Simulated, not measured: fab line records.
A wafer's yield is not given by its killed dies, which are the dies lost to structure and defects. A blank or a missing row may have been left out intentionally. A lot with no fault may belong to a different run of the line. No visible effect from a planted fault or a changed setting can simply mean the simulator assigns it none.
Matching of chambers | flow nand-harc | rie-si-05 running NHARC_A_WL_FILL_ETCHBACK_26: 4 sister chambers
The step etches the open film in HBr, target depth 52 nm, time 13.3 s. 4 wafers are shown with their chamber, then 10 later ones without.

== WAFERS WITH THEIR CHAMBER ==
wafer  | chamber | drypump-motor-current-A (A)
L086.2 | 0       | 6.0
L086.5 | 1       | 5.3
L089.1 | 2       | 6.0
L089.2 | 3       | 6.7

== WAFERS WITH NO CHAMBER GIVEN ==
wafer  | drypump-motor-current-A (A)
L089.5 | 6.0
L093.2 | 6.1
L093.3 | 6.7
L093.5 | 6.1
L092.1 | 5.3
L092.4 | 6.0
L092.6 | 6.7
L095.1 | 5.4
L095.4 | 6.0
L095.5 | 5.3

== EACH ONE'S CHAMBER ==
wafer  | from the rows above     | in truth
L089.5 | can't be placed: 0 or 2 | 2
L093.2 | can't be placed: 0 or 2 | 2
L093.3 | 3                       | 3
L093.5 | can't be placed: 0 or 2 | 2
L092.1 | 1                       | 1
L092.4 | can't be placed: 0 or 2 | 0
L092.6 | 3                       | 3
L095.1 | 1                       | 1
L095.4 | can't be placed: 0 or 2 | 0
L095.5 | 1                       | 1
Correct placement for 5 of the 10. These rows do not allow placing 5 (true chamber among the candidates in 5). Number placed wrongly: 0.
How it was worked out, from the rows above alone: a wafer's distance from a chamber is the root of the sum, over the readings, of the square of ((its reading less the chamber's mean) divided by the reading's scatter). If the next closest chamber is less than 2 further off than the closest, the wafer can't be placed; otherwise it belongs to the closest. Each chamber's mean is taken over the wafers shown for it. The scatter (one wafer shown for each chamber): square how far every hidden wafer sits from the nearest shown wafer, average those squares and take the square root.
